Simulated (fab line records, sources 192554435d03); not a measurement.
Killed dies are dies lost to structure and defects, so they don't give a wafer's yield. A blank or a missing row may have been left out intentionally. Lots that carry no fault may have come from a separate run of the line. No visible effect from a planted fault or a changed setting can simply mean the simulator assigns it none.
fab line records | flow n5-finfet
record: lots: 13 wafers: 33 last-day: 18
route steps=1938 shown BEOL_M6@1238 PASSIVATION@1936
lots untouched by any fault: they come from a run of this same line in which no faults occurred
start-h: hours from the record's opening day to when the first of the lot's shown wafers began | wait-h: how many hours have passed since the lot's step before this one | " same as the row above | L1.1+2: several wafers, shown together as one row | - either no value or no given start | * or withheld: withheld | < > ~ a bound
route shown NAME@n: names a module that has steps shown in the file, with the first one's number in the route | usual: mean/standard deviation taken from wafers without a fault | same: alike in all rows | chamber/n: place in a boat | sites: readings site by site | _std_site: the values' standard deviation | _edge_site: outer sites' mean less inner sites' | radius-mm: how far each site lies from the wafer's centre | mask NAME#n: copy n | behind: the tool/chamber that last shaped the wafer | hold: what put the lot on hold/how long, in hours/how the hold closed | device: the n, p or np transistor that did not switch | end of line: the route-end tests of the same wafers | step lacking rows: just its recipe | killed: dies lost to structure and defects at the first sort, not the wafer's yield | map: dies across one wafer; x = killed, . = not, _ = none there
set.NAME: setting as actually run; set.NAME@STEP: the setting as run at that earlier step | model.NAME: the simulator's own value behind a step, which no gauge read
steps of the route over a sample of lots; a table a step, a row a wafer
services: the hour from which a tool's chamber was out of use, counted from the record's first day as start-h (under 0 if before that day), plus the number of hours and why
== steps ==
step: N5_BEOL_M6_STRIP_36
recipe: chemistry: N2/H2 power-w: 450 temp-c: 40 pressure-mtorr: 20 rf-frequency-hz: 6e+07 overash-fraction: 0.3 bias-power-w: 7 h2-frac: 0.5 n2-flow-sccm: 200 h2-flow-sccm: 200
usual: drypump-motor-current-A: 5.7/0.48 oes-product-au: 0.82/0.087 rf-vpp-V: 59.1/1.3 showerhead-plenum-p-Torr: 2.48/0.056 throttle-valve-pct: 23.6/0.31
same: overash-fraction: 0.3
columns lot.wafer tool chamber start-h wait-h drypump-motor-current-A oes-product-au rf-hours-counter-h rf-vpp-V showerhead-plenum-p-Torr throttle-valve-pct
L105.3 rie-diel-01 2 220.62 0.0 5.8 0.88 41 58.7 2.46 23.6
L105.4 " 3 " " 6.0 0.82 89 58.2 2.46 23.2
L105.5 " 3 " " 6.1 0.82 - 56.6 2.46 23.3
L107.1 rie-diel-06 2 223.58 0.0 4.9 0.90 54 59.1 2.58 24.0
L107.2 " 0 " " 5.8 0.78 130 59.4 2.43 23.1
L107.5 " 0 " " 5.8 0.77 - 62.0 2.43 23.2
L106.3 rie-diel-01 1 224.26 0.0 6.4 0.93 12 58.6 2.46 23.2
L106.4 " 2 " " 5.8 0.88 42 57.7 2.46 23.6
L106.6 " 2 " " 5.8 0.87 - 60.7 2.46 23.6
L110.1 rie-diel-01 1 229.47 0.0 6.3 0.92 14 60.9 2.46 23.2
L110.3 " 3 " " 6.1 0.81 91 60.4 2.46 23.2
L108.1 rie-diel-01 1 232.52 0.0 6.3 0.91 15 57.1 2.46 23.2
L108.3 " 0 " " 4.9 0.66 248 59.0 2.50 23.9
L108.6 " 3 " " 6.1 0.82 - 59.1 2.46 23.3
L111.4 rie-diel-06 2 239.56 0.0 4.9 0.88 60 59.2 2.58 24.0
L111.5 " 1 " " 5.7 0.69 - 57.6 2.48 23.7
L116.2 rie-diel-06 3 270.51 0.0 6.0 0.96 4 59.0 2.49 23.6
L116.3 " 2 " " 4.9 0.88 74 58.7 2.57 24.0
L116.5 " 0 " " 5.8 0.76 - 57.5 2.42 23.2
L120.1 rie-diel-03 3 299.03 0.0 5.8 0.76 137 57.5 2.55 24.0
L120.3 " 0 " " 5.2 0.68 227 60.6 2.42 24.0
L120.5 " 0 " " 5.2 0.68 - 59.1 2.42 23.9
L118.4 rie-diel-01 1 299.08 0.0 6.3 0.88 40 59.1 2.45 23.3
L122.1 rie-diel-06 1 315.57 0.0 5.7 0.93 8 57.0 2.47 23.5
L122.5 " 0 " " 5.8 0.74 - 58.4 2.41 23.2
L125.2 rie-diel-06 1 323.20 0.0 5.8 0.90 12 61.8 2.47 23.5
L125.4 " 0 " " 5.7 0.74 170 57.4 2.41 23.2
L126.4 rie-diel-06 2 325.70 0.0 4.9 0.83 97 60.7 2.56 24.0
L126.5 " 3 " " 6.0 0.91 - 59.6 2.48 23.6
L126.6 " 0 " " 5.7 0.73 - 59.9 2.41 23.2
L128.2 rie-diel-01 0 342.54 0.0 4.8 0.87 29 58.0 2.48 23.8
L128.3 " 1 " " 6.3 0.85 56 60.0 2.45 23.3
L128.6 " 0 " " 4.9 0.86 - 57.5 2.48 23.8
step: N5_BEOL_M6_ALD_77
recipe: material: TaN target-thk-a: 20 temp-c: 275 ald-precursor-family: PDMAT ald-co-reactant: NH3 pressure-torr: 3 carrier-flow-sccm: 1500 pulse-time-s: 2 purge-time-s: 3 co-reactant-purge-time-s: 2 co-reactant-pulse-time-s: 3 ald-cycles: 40 precursor-vessel-temp-c: 75 precursor-vessel-pressure-torr: 26.25 precursor-vessel-carrier-sccm: 1000
usual: heater-power-w: 433/47
columns lot.wafer tool chamber start-h wait-h heater-power-w
L105.3 ald-metal-03 2 221.51 0.0 485
L105.4 " 0 " " 406
L105.5 " 3 " " 327
L107.1 ald-metal-03 2 224.61 0.1 472
L107.2 " 3 " " 336
L107.5 " 1 " " 477
L106.3 ald-metal-01 3 225.17 0.1 420
L106.4 " 1 " " 440
L106.6 " 3 " " 441
L110.1 ald-metal-04 1 230.28 0.0 451
L110.3 " 0 " " 404
L108.1 ald-metal-03 2 233.35 0.0 486
L108.3 " 1 " " 495
L108.6 " 2 " " 473
L111.4 ald-metal-04 0 241.94 0.1 405
L111.5 " 1 " " 442
L116.2 ald-metal-03 0 271.78 0.2 408
L116.3 " 2 " " 479
L116.5 " 1 " " 490
L118.4 ald-metal-03 1 299.99 0.0 480
L120.1 ald-metal-04 3 300.21 0.1 437
L120.3 " 2 " " 474
L120.5 " 1 " " 466
L122.1 ald-metal-01 2 316.65 0.1 357
L122.5 " 0 " " 395
L125.2 ald-metal-03 2 325.85 0.1 470
L125.4 " 1 " " 486
L126.4 ald-metal-04 3 326.85 0.1 435
L126.5 " 2 " " 475
L126.6 " 3 " " 434
L128.2 ald-metal-04 0 343.47 0.1 412
L128.3 " 1 " " 448
L128.6 " 3 " " 436
step: N5_BEOL_M6_CVD_78
recipe: material: Co target-thk-a: 20 temp-c: withheld precursor: CCTBA/H2 pressure-torr: 30 time-s: 142.3
usual: run-length-s: 165.2/0.36
columns lot.wafer tool chamber start-h wait-h run-length-s
L105.3 cvd-co-02 2 222.08 0.3 165.4
L105.4 " 2 " " 165.2
L105.5 " 0 " " 165.2
L107.1 cvd-co-02 2 225.03 0.1 165.8
L107.2 " 1 " " 165.5
L107.5 " 0 " " 164.9
L106.3 cvd-co-02 2 225.74 0.3 165.4
L106.4 " 1 " " 165.2
L106.6 " 0 " " 165.2
L110.1 cvd-co-01 1 230.63 0.0 164.6
L110.3 " 0 " " 164.8
L108.1 cvd-co-02 0 235.39 0.1 165.7
L108.3 " 2 " " 165.6
L108.6 " 0 " " 165.1
L111.4 cvd-co-01 1 242.51 0.2 164.6
L111.5 " 2 " " 165.0
L116.2 cvd-co-02 2 272.39 0.3 165.4
L116.3 " 0 " " 165.2
L116.5 " 2 " " 165.5
L118.4 cvd-co-02 0 300.52 0.1 107.3
L120.1 cvd-co-02 0 300.56 0.1 165.2
L120.3 " 1 " " 165.5
L120.5 " 0 " " 107.4
L122.1 cvd-co-01 0 317.07 0.0 164.6
L122.5 " 0 " " 165.1
L125.2 cvd-co-01 0 326.23 0.1 164.9
L125.4 " 0 " " 164.4
L126.4 cvd-co-01 0 327.32 0.2 164.7
L126.5 " 2 " " 165.2
L126.6 " 1 " " 165.5
L128.2 cvd-co-01 0 343.82 0.0 164.8
L128.3 " 1 " " 165.1
L128.6 " 2 " " 165.4
step: N5_BEOL_M6_SPUTTER_48
recipe: material: Cu target-thk-a: 100 temp-c: -20 bias-v: 60 power-w: 26000 chamber-pressure-pa: 0.13 time-s: 1.667
usual: bias-v: 60.0/0.6 substrate-temp-c: -20.01/0.11 throttle-valve-pct: 30.2/1.4
columns lot.wafer tool chamber start-h wait-h bias-v substrate-temp-c throttle-valve-pct
L105.3 pvd-sputter-01 - 223.77 1.6 59.6 -19.95 29.0
L105.4 " - " " 60.2 -20.04 30.7
L105.5 " - " " 60.0 -20.00 29.6
L107.1 pvd-sputter-03 - 225.18 0.1 59.2 -20.16 33.4
L107.2 " - " " 59.3 -20.10 27.7
L107.5 " - " " 58.8 -20.02 33.7
L106.3 pvd-sputter-02 - 227.50 1.7 60.0 -20.00 30.6
L106.4 " - " " 60.6 -20.01 30.2
L106.6 " - " " 60.5 -20.05 30.8
L110.1 pvd-sputter-01 - 230.74 0.1 60.0 -20.13 29.0
L110.3 " - " " 59.7 -19.98 29.4
L108.1 pvd-sputter-02 - 235.71 0.3 59.7 -19.85 29.5
L108.3 " - " " 60.0 -20.09 30.0
L108.6 " - " " 59.6 -20.18 31.0
L111.4 pvd-sputter-01 - 242.58 0.0 60.3 -20.05 28.8
L111.5 " - " " 59.9 -20.09 28.7
L116.2 pvd-sputter-02 - 273.97 1.5 60.0 -20.05 29.9
L116.3 " - " " 61.0 -20.00 29.2
L116.5 " - " " 59.0 -19.98 29.6
L118.4 pvd-sputter-03 - 300.61 0.0 61.1 -19.91 33.4
L120.1 pvd-sputter-03 - 300.69 0.1 60.1 -20.01 29.5
L120.3 " - " " 59.3 -20.04 33.8
L120.5 " - " " 59.7 -20.11 29.6
L122.1 pvd-sputter-01 - 317.41 0.3 59.0 -19.89 30.5
L122.5 " - " " 60.9 -20.05 30.8
L125.2 pvd-sputter-01 - 326.49 0.2 59.4 -20.04 29.1
L125.4 " - " " 60.5 -20.04 31.2
L126.4 pvd-sputter-01 - 327.61 0.2 60.2 -19.90 29.8
L126.5 " - " " 60.3 -19.95 29.5
L126.6 " - " " 60.4 -19.96 30.9
L128.2 pvd-sputter-02 - 343.97 0.1 59.7 -20.11 29.7
L128.3 " - " " 60.1 -19.82 29.8
L128.6 " - " " 60.0 -19.94 30.0
step: N5_PASSIVATION_PROBE_49
usual: killed_at_M0_to_M3: 35/11 killed_at_M4_up: 14/5.4 killed-at-contacts: 13/6 killed-at-front-end: 38/11 killed-at-other: 3.4/2.6 killed-dies: 104/19 killed-open: 68/13 killed-short: 34/8.5
same: gross-dies: 1180 killed-at-back-side: 0
columns lot.wafer tool chamber start-h wait-h killed_at_M0_to_M3 killed_at_M4_up killed-at-contacts killed-at-front-end killed-at-other killed-dies killed-open killed-short
L116.2 prober-01 - 367.17 0.1 36 15 12 37 2 102 61 41
L116.3 prober-01 - 367.22 0.1 55 14 12 32 8 121 82 39
L116.5 prober-01 - 367.32 0.2 37 9 16 39 1 102 67 35
L118.4 prober-01 - 395.71 0.2 30 12 17 21 1 81 51 27
L126.4 prober-01 - 422.32 0.6 26 15 10 37 3 91 62 29
L126.5 prober-01 - 422.37 0.6 21 10 2 34 0 67 50 17
L126.6 prober-01 - 422.42 0.7 16 21 18 26 2 83 61 21
killed by level:class
L116.2 FIN_SAQP:geometric-particle:open=9 BEOL_M0_SAQP:geometric-particle:short=9 GATE_CUT:geometric-particle:short=8 MOL_CONTACT_COAG:geometric-particle:open=7 STI_FIN_REVEAL:geometric-particle:open=6 BEOL_M1:geometric-particle:open=6 BEOL_M2:geometric-particle:open=6 BEOL_M3:geometric-particle:open=6
L116.3 BEOL_M0_SAQP:geometric-particle:short=13 BEOL_M0_SAQP:geometric-particle:open=12 BEOL_M3:geometric-particle:open=12 MOL_CONTACT_COAG:geometric-particle:open=11 STI_FIN_REVEAL:geometric-particle:open=8 BEOL_M2:geometric-particle:open=7 BEOL_M1:geometric-particle:open=5 STI_FIN_REVEAL:geometric-particle:short=4
L116.5 MOL_CONTACT_COAG:geometric-particle:open=11 FIN_SAQP:geometric-particle:open=10 BEOL_M2:geometric-particle:open=10 FIN_SAQP:geometric-particle:short=7 BEOL_M3:geometric-particle:open=7 MOL_CONTACT_COAG:geometric-particle:short=5 BEOL_M0_SAQP:geometric-particle:open=5 BEOL_M0_SAQP:geometric-particle:short=5
L118.4 MOL_CONTACT_COAG:geometric-particle:open=14 BEOL_M2:geometric-particle:open=7 BEOL_M3:geometric-particle:open=7 BEOL_M0_SAQP:geometric-particle:short=6 FIN_SAQP:geometric-particle:short=5 BEOL_M0_SAQP:geometric-particle:open=5 DUMMY_GATE:geometric-particle:open=4 BEOL_M7:geometric-particle:open=4
L126.4 FIN_SAQP:geometric-particle:open=11 MOL_CONTACT_COAG:geometric-particle:open=10 FIN_SAQP:geometric-particle:short=6 BEOL_M2:geometric-particle:open=6 BEOL_M0:geometric-particle:open=5 STI_FIN_REVEAL:geometric-particle:open=4 DUMMY_GATE:geometric-particle:open=4 BEOL_M3:geometric-particle:open=4
L126.5 STI_FIN_REVEAL:geometric-particle:open=12 FIN_SAQP:geometric-particle:short=6 BEOL_M0:geometric-particle:open=6 BEOL_M2:geometric-particle:open=6 STARTING-WAFER:geometric-particle:open=5 FIN_SAQP:geometric-particle:open=4 BEOL_M4:geometric-particle:open=4 BEOL_M0_SAQP:geometric-particle:short=3
L126.6 MOL_CONTACT_COAG:geometric-particle:open=16 BEOL_M4:geometric-particle:open=11 BEOL_M0_SAQP:geometric-particle:short=7 STI_FIN_REVEAL:geometric-particle:open=5 DUMMY_GATE:geometric-particle:open=5 FIN_SAQP:geometric-particle:open=4 BEOL_M2:geometric-particle:open=4 GATE_CUT:geometric-particle:short=3
== services ==
columns tool chamber start-h hours kind
rie-diel-03 2 201.74 28.7 repair
pvd-sputter-02 - 207.13 4.6 repair
rie-diel-06 1 214.36 13.2 repair
ald-metal-04 2 218.00 7.0 repair
rie-diel-03 - 219.88 28.1 pm
rie-diel-01 0 238.87 - clean
rie-diel-01 0 238.87 - consumable-replace:focus-ring
rie-diel-01 0 238.87 17.9 scheduled-down
rie-diel-01 0 238.87 17.9 vent-cycle
pvd-sputter-03 - 239.40 1.2 repair
rie-diel-06 3 242.28 - clean
rie-diel-06 3 242.28 - consumable-replace:focus-ring
rie-diel-06 3 242.28 19.6 scheduled-down
rie-diel-06 3 242.28 19.6 vent-cycle
cvd-co-01 - 254.93 1.0 repair
ald-metal-04 - 284.19 6.0 pm
cvd-co-01 1 293.30 15.5 repair
rie-diel-01 2 306.55 1.8 repair
ald-metal-04 - 307.40 8.7 pm
rie-diel-01 - 317.64 2.8 pm
ald-metal-04 - 318.94 2.8 pm
cvd-co-02 1 333.33 - clean
cvd-co-02 1 333.33 22.0 scheduled-down
cvd-co-02 1 333.33 22.0 vent-cycle
== key ==
first-sign: step: N5_BEOL_M6_CVD_78 reading: run-length-s direction: down sigmas: 99+ usual: * struck: *
effect none on later readings
met-at N5_BEOL_M6_CVD_78
struck-lots L118,L120
struck-wafers L118.4,L120.5
tester-left-out L118
not-acting-at N5_BEOL_M6_STRIP_36,N5_BEOL_M6_ALD_77,N5_BEOL_M6_SPUTTER_48
onset-between 272.39 300.52
earlier-fault: kind: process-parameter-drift tool: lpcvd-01 chamber: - onset-h: 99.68 steps: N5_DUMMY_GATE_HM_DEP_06 channel: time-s offset: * shape: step end-h: 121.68 acts-in: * stated: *
fault: kind: process-parameter-drift tool: cvd-co-02 chamber: - onset-h: 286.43 steps: N5_BEOL_M6_CVD_78 channel: time-s offset: * shape: step end-h: 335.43 scope: struck-wafers-only acts-in: * stated: *
tester-left-out: of these lots the tester's yield and bins aren't shown, on N5 and GAA mostly nor the transistor test; their killed dies are dies lost to structure and defects alone, not to doping, threshold or leakage, so they don't give the yield
